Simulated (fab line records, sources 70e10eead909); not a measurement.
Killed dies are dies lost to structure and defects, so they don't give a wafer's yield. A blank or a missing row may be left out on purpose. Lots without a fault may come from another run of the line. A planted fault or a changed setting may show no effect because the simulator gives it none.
Which tool did it? | flow nand_harc | 12 lots, 35 wafers sampled, at 5 steps of a route of 1302

WHAT THE GAUGES READ, wafer by wafer
NHARC_END_SORT_01. Usual: killed_at_array 52, standard deviation 18; killed_at_other 1.2, standard deviation 1.5; killed_at_periphery 4, standard deviation 3.2; killed_dies 57, standard deviation 17; killed_open 3.1, standard deviation 1.9; killed_short 2.5, standard deviation 1.7.
lot  | measured     | on        | killed_at_array | killed_at_other | killed_at_periphery | killed_dies | killed_open | killed_short | flag
L342 | day 30 07:08 | prober-01 | 85 676 675      | 0 0 1           | 3 1 1               | 88 677 677  | 6 3 0       | 2 1 4        | OFF
L344 | day 31 08:42 | prober-02 | 675 41          | 0 4             | 2 1                 | 677 46      | 5 6         | 6 3          | OFF
L347 | day 32 11:49 | prober-01 | 671 72 83       | 2 1 4           | 4 7 6               | 677 80 93   | 1 4 4       | 3 3 4        | OFF

WHICH TOOL RAN EACH LOT (tool, then ch and the chambers of the sampled wafers, then the start)
lot  | NHARC_A_STAIRCASE_TRIM_222                    | NHARC_A_STAIRCASE_ETCH_236                    | NHARC_A_STAIRCASE_ETCH_253         | NHARC_A_STAIRCASE_STRIP_254
L328 | rie_diel-12 ch 0,2,3, day 15 23:12 or earlier | rie_diel-03 ch 0,2,3, day 15 23:12 or earlier | rie_diel-12 ch 0,3, day 15 23:12   | plasma_asher-02 ch 0,1, day 15 23:17
L329 | rie_diel-03 ch 0,2,3, day 16 15:44 or earlier | rie_diel-13 ch 0,3, day 16 15:44 or earlier   | rie_diel-03 ch 1,3, day 16 15:44   | plasma_asher-02 ch 0,1, day 16 15:55
L333 | rie_diel-12 ch 2,3, day 17 19:41 or earlier   | rie_diel-03 ch 0,1,3, day 17 19:41 or earlier | rie_diel-12 ch 0,3, day 17 19:41   | plasma_asher-01 ch 0, day 17 19:49
L334 | rie_diel-03 ch 0,2,3, day 18 18:52 or earlier | rie_diel-03 ch 0,1,3, day 18 18:52 or earlier | rie_diel-03 ch 0,1,2, day 18 18:52 | plasma_asher-01 ch 0,1, day 18 18:58
L335 | rie_diel-12 ch 0,1,2, day 19 02:06 or earlier | rie_diel-12 ch 0,3, day 19 02:06 or earlier   | rie_diel-12 ch 2,3, day 19 02:06   | plasma_asher-02 ch 0,1, day 19 02:17
L340 | rie_diel-03 ch 0,2,3, day 21 09:25 or earlier | rie_diel-03 ch 0,1,3, day 21 09:25 or earlier | rie_diel-12 ch 2,3, day 21 09:25   | plasma_asher-01 ch 0,1, day 21 09:38
L342 | rie_diel-03 ch 0,1,3, day 22 11:27 or earlier | rie_diel-12 ch 0,1,2, day 22 11:27 or earlier | rie_diel-03 ch 0,2,3, day 22 11:27 | plasma_asher-02 ch 0,1, day 22 11:32
L344 | rie_diel-03 ch 1, day 23 01:00 or earlier     | rie_diel-03 ch 0,2, day 23 01:00 or earlier   | rie_diel-03 ch 0, day 23 01:00     | plasma_asher-02 ch 0,1, day 23 01:11
L347 | rie_diel-03 ch 1,2,3, day 24 09:56 or earlier | rie_diel-03 ch 0,1,2, day 24 09:56 or earlier | rie_diel-03 ch 0,2, day 24 09:56   | plasma_asher-02 ch 0,1, day 24 10:07
L348 | rie_diel-03 ch 1,3, day 25 05:27 or earlier   | rie_diel-12 ch 2,3, day 25 05:27 or earlier   | rie_diel-13 ch 0,3, day 25 05:27   | plasma_asher-02 ch 0,1, day 25 05:32
L351 | rie_diel-12 ch 0,1,2, day 25 12:52 or earlier | rie_diel-12 ch 0,1,2, day 25 12:52 or earlier | rie_diel-12 ch 0,2,3, day 25 12:52 | plasma_asher-02 ch 0,1, day 25 13:02
L350 | rie_diel-12 ch 1,2,3, day 25 19:47 or earlier | rie_diel-03 ch 1,2,3, day 25 19:47 or earlier | rie_diel-13 ch 1,2,3, day 25 19:47 | plasma_asher-01 ch 0,1, day 25 19:56
- NHARC_A_STAIRCASE_TRIM_222: chemistry O2, time 211.2 s.
- NHARC_A_STAIRCASE_ETCH_236: etches the open film in C4F8/O2, target depth 100 nm, time 40.5 s.
- NHARC_A_STAIRCASE_ETCH_253: etches the open film in C4F8/O2, target depth 50 nm, time 20.2 s.
- NHARC_A_STAIRCASE_STRIP_254: strips in O2.

WHAT THE TOOLS THEMSELVES READ (means of the sampled wafers that have a number; where no wafer has one, the mark that the record gives instead)
NHARC_A_STAIRCASE_TRIM_222. Usual: drypump_motor_current_A 5.7 A, standard deviation 0.33; oes_product_au 1.001 a.u., standard deviation 0.01; rf_vpp_V 57.7 V, standard deviation 0.9; showerhead_plenum_p_Torr 3.48 Torr, standard deviation 0.17; throttle_valve_pct 17.035 %, standard deviation 0.0098.
lot  | tool        | drypump_motor_current_A (A) | oes_product_au (a.u.) | rf_vpp_V (V) | showerhead_plenum_p_Torr (Torr) | throttle_valve_pct (%) | flag
L328 | rie_diel-12 | 5.8                         | 1.008                 | 57.6         | 3.51                            | 17.032                 |
L329 | rie_diel-03 | 5.6                         | 1.000                 | 58.3         | 3.51                            | 17.028                 |
L333 | rie_diel-12 | 6.0                         | 0.992                 | 57.7         | 3.61                            | 17.026                 |
L334 | rie_diel-03 | 5.6                         | 1.011                 | 57.5         | 3.50                            | 17.034                 |
L335 | rie_diel-12 | 5.7                         | 1.013                 | 57.6         | 3.42                            | 17.040                 |
L340 | rie_diel-03 | 5.6                         | 1.001                 | 58.7         | 3.49                            | 17.035                 |
L342 | rie_diel-03 | 5.4                         | 0.991                 | 57.9         | 3.59                            | 17.039                 |
L344 | rie_diel-03 | 5.3                         | 0.994                 | 57.9         | 3.61                            | 17.032                 |
L347 | rie_diel-03 | 5.6                         | 0.993                 | 58.5         | 3.55                            | 17.038                 |
L348 | rie_diel-03 | 5.3                         | 0.987                 | 57.9         | 3.65                            | 17.032                 |
L351 | rie_diel-12 | 5.7                         | 0.995                 | 57.0         | 3.40                            | 17.030                 |
L350 | rie_diel-12 | 5.8                         | 0.995                 | 58.3         | 3.47                            | 17.043                 |

NHARC_A_STAIRCASE_ETCH_236. Usual: bias_w 1000 W, standard deviation 3; oes_product_au 0.943 a.u., standard deviation 0.012; rf_fwd_power_W 593.2 W, standard deviation 2.6; rf_vpp_V 894 V, standard deviation 6.3; run_length_s 61.9 s, standard deviation 0.51.
lot  | tool        | bias_w (W) | oes_product_au (a.u.) | rf_fwd_power_W (W) | rf_vpp_V (V) | run_length_s (s) | flag
L328 | rie_diel-03 | 1004       | 0.948                 | 595.7              | 895          | 61.7             |
L329 | rie_diel-13 | 1000       | 0.948                 | 597.3              | 895          | 62.2             |
L333 | rie_diel-03 | 1004       | 0.961                 | 593.8              | 898          | 61.7             |
L334 | rie_diel-03 | 1002       | 0.948                 | 594.7              | 898          | 61.5             |
L335 | rie_diel-12 | 1001       | 0.940                 | 593.7              | 894          | 61.9             |
L340 | rie_diel-03 | 1004       | 0.942                 | 593.1              | 898          | 61.5             |
L342 | rie_diel-12 | 996        | 0.937                 | 592.9              | 892          | 62.3             |
L344 | rie_diel-03 | 999        | 0.924                 | 594.9              | 889          | 61.5             |
L347 | rie_diel-03 | 1001       | 0.948                 | 593.0              | 892          | 61.7             |
L348 | rie_diel-12 | 1001       | 0.924                 | 592.9              | 897          | 62.2             |
L351 | rie_diel-12 | 996        | 0.936                 | 591.6              | 891          | 62.4             |
L350 | rie_diel-03 | 1000       | 0.950                 | 593.1              | 897          | 61.9             |

NHARC_A_STAIRCASE_ETCH_253. Usual: bias_w 1000.1 W, standard deviation 3; oes_product_au 0.955 a.u., standard deviation 0.018; rf_fwd_power_W 590 W, standard deviation 3.6; rf_vpp_V 894 V, standard deviation 6.2; run_length_s 41.5 s, standard deviation 0.52.
lot  | tool        | bias_w (W) | oes_product_au (a.u.) | rf_fwd_power_W (W) | rf_vpp_V (V) | run_length_s (s) | flag
L328 | rie_diel-12 | 1000.3     | 0.957                 | 589                | 895          | 41.3             |
L329 | rie_diel-03 | 996.5      | 0.973                 | 594                | 903          | 41.3             |
L333 | rie_diel-12 | 1003.9     | 0.925                 | 588                | 895          | 41.5             |
L334 | rie_diel-03 | 999.2      | 0.974                 | 590                | 893          | 41.5             |
L335 | rie_diel-12 | 1000.9     | 0.945                 | 588                | 897          | 41.5             |
L340 | rie_diel-12 | 997.7      | 0.949                 | 588                | 899          | 41.7             |
L342 | rie_diel-03 | 1000.0     | 0.958                 | 589                | 894          | 33.5             | OFF
L344 | rie_diel-03 | 997.5      | 0.950                 | 593                | 892          | 35.0             | OFF
L347 | rie_diel-03 | 995.0      | 0.964                 | 590                | 889          | 37.5             | OFF
L348 | rie_diel-13 | 999.8      | 0.952                 | 594                | 894          | 42.1             |
L351 | rie_diel-12 | 1000.3     | 0.959                 | 588                | 894          | 41.8             |
L350 | rie_diel-13 | 999.9      | 0.959                 | 591                | 890          | 41.7             |

NHARC_A_STAIRCASE_STRIP_254. Usual: drypump_motor_current_A 5.8 A, standard deviation 0.43; heater_power_w 345 W, standard deviation 60.
lot  | tool            | drypump_motor_current_A (A) | heater_power_w (W) | flag
L328 | plasma_asher-02 | 5.4                         | 307                |
L329 | plasma_asher-02 | 5.4                         | 287                |
L333 | plasma_asher-01 | 6.4                         | 358                |
L334 | plasma_asher-01 | 6.1                         | 404                |
L335 | plasma_asher-02 | 5.4                         | 303                |
L340 | plasma_asher-01 | 6.1                         | 406                |
L342 | plasma_asher-02 | 5.4                         | 294                |
L344 | plasma_asher-02 | 5.4                         | 282                |
L347 | plasma_asher-02 | 5.4                         | 277                |
L348 | plasma_asher-02 | 5.4                         | 291                |
L351 | plasma_asher-02 | 5.4                         | 277                |
L350 | plasma_asher-01 | 6.2                         | 372                |

THE ANSWER, worked out from the rows above alone
Rule: a lot is off if the mean of its wafers that have a number lies more than 3 standard deviations from the usual mean. A lot without any number at a reading at which 4 lots or more have one is off too. The other lots that the step has rows for count as sound. The gauges are gone through in route order, then the tools' own readings, and for those a lot's mean is taken as printed above. The first step at which some lot is off is used, and at that step the reading that is off furthest; a lot without a number counts as furthest.
Off: L342, L344, L347, at NHARC_END_SORT_01 (killed_dies). Neither off nor sound, because the step has no rows for them: L328, L329, L333, L334, L335, L340, L348, L351, L350.
A tool fits if, at a process step before that reading, it ran every lot that is off, and no sound lot after the first of them. The gauges at NHARC_END_SORT_01 aren't tried: what is off there is off at NHARC_A_STAIRCASE_ETCH_253 too, on other tools, and a gauge's error can't cause that. NHARC_A_STAIRCASE_TRIM_222 gives no start for some lots, so the hours and the order of its lots are those of NHARC_A_STAIRCASE_ETCH_253. NHARC_A_STAIRCASE_ETCH_236 gives no start for some lots, so the hours and the order of its lots are those of NHARC_A_STAIRCASE_ETCH_253. Can't be told from this: 2 tools fit, rie_diel-03 at NHARC_A_STAIRCASE_TRIM_222 and NHARC_A_STAIRCASE_ETCH_253, plasma_asher-02 at NHARC_A_STAIRCASE_STRIP_254.

WHAT THE SIMULATOR HAD PUT IN
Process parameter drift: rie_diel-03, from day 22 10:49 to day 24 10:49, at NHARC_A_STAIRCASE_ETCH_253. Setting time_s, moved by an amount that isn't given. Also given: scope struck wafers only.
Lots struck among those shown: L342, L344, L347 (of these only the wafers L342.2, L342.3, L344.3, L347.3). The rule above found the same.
